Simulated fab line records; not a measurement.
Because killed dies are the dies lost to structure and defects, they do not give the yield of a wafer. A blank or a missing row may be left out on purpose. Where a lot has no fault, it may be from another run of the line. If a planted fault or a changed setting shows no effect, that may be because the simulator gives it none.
Matching of chambers + flow n5-finfet + ald-metal-04 running N5_BEOL_M0_ALD_136: 4 sister chambers
The step deposits TaN, pulse time 2 s, purge time 3 s, co reactant purge time 2 s. 8 wafers are shown with their chamber, then 10 later ones without.

## WAFERS PAIRED WITH THEIR CHAMBERS
| wafer  | chamber | heater-power-w (W) |
|--------|---------|--------------------|
| L076.5 | 2       | 400                |
| L078.1 | 0       | 363                |
| L083.5 | 0       | 361                |
| L083.6 | 3       | 354                |
| L085.2 | 3       | 360                |
| L085.6 | 1       | 405                |
| L087.2 | 2       | 410                |
| L087.3 | 1       | 411                |

## WAFERS MISSING THEIR CHAMBER
| wafer  | heater-power-w (W) |
|--------|--------------------|
| L087.6 | 368                |
| L090.1 | 355                |
| L090.4 | 423                |
| L090.6 | 413                |
| L089.1 | 399                |
| L089.4 | 399                |
| L089.6 | 360                |
| L093.1 | 364                |
| L093.5 | 399                |
| L093.6 | 356                |

## CHAMBER TAKEN BY EACH
| wafer  | from the rows above     | in truth |
|--------|-------------------------|----------|
| L087.6 | can't be placed: 0 or 3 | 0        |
| L090.1 | can't be placed: 3 or 0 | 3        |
| L090.4 | can't be placed: 1 or 2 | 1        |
| L090.6 | can't be placed: 1 or 2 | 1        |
| L089.1 | can't be placed: 2 or 1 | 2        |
| L089.4 | can't be placed: 2 or 1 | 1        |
| L089.6 | can't be placed: 0 or 3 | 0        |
| L093.1 | can't be placed: 0 or 3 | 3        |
| L093.5 | can't be placed: 2 or 1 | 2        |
| L093.6 | can't be placed: 3 or 0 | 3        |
Correctly placed: 0 of 10. These rows do not allow placing 10 (true chamber among the candidates in 10). Wrongly placed: 0.
How it was worked out, from the rows above alone: a wafer's distance from a chamber is the root of the sum, over the readings, of the square of ((its reading less the chamber's mean) divided by the reading's scatter). The wafer belongs to the nearest chamber; if the next one is less than 2 further off, it can't be placed. A chamber's mean is the mean of its shown wafers. The scatter is the square root of a quotient: the sum, over the shown wafers, of each reading's squared deviation from its chamber's mean, divided by wafers minus chambers.
